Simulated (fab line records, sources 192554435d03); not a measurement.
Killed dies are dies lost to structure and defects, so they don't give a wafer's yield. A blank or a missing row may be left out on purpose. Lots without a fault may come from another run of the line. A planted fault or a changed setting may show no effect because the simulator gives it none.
Chamber matching | flow n5_finfet | N5_BEOL_M9_ETCH_62 on rie_diel-01: 4 sister chambers
The step etches SOC in N2/H2, target depth 110 nm, overetch 22 nm, time 165 s. 4 wafers are shown with their chamber, then 7 later ones without.

WAFERS WITH THEIR CHAMBER
wafer  | chamber | drypump_motor_current_A (A)
L086.6 | 1       | 6.4
L092.2 | 3       | 5.7
L094.1 | 2       | 5.8
L094.3 | 0       | 5.3

WAFERS WITHOUT THEIR CHAMBER
wafer  | drypump_motor_current_A (A)
L094.4 | 5.3
L091.1 | 5.3
L091.2 | 5.9
L091.4 | 5.8
L097.3 | 5.8
L097.5 | 5.7
L097.6 | 5.3

WHICH CHAMBER EACH WENT THROUGH
wafer  | from the rows above | in truth
L094.4 | 0                   | 0
L091.1 | 0                   | 0
L091.2 | 2                   | 2
L091.4 | 2                   | 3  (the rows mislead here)
L097.3 | 2                   | 2
L097.5 | 3                   | 3
L097.6 | 0                   | 0
Placed correctly: 6 of 7. Can't be placed from these rows: 0. Placed wrongly: 1.
How it was worked out, from the rows above alone: a wafer's distance from a chamber is the root of the sum, over the readings, of the square of ((its reading less the chamber's mean) divided by the reading's scatter). The wafer belongs to the nearest chamber; if the next one is less than 2 further off, it can't be placed. A chamber's mean is the mean of its shown wafers. The scatter: with one shown wafer a chamber, the root of the mean of the squares of how far each hidden wafer lies from its nearest shown one.
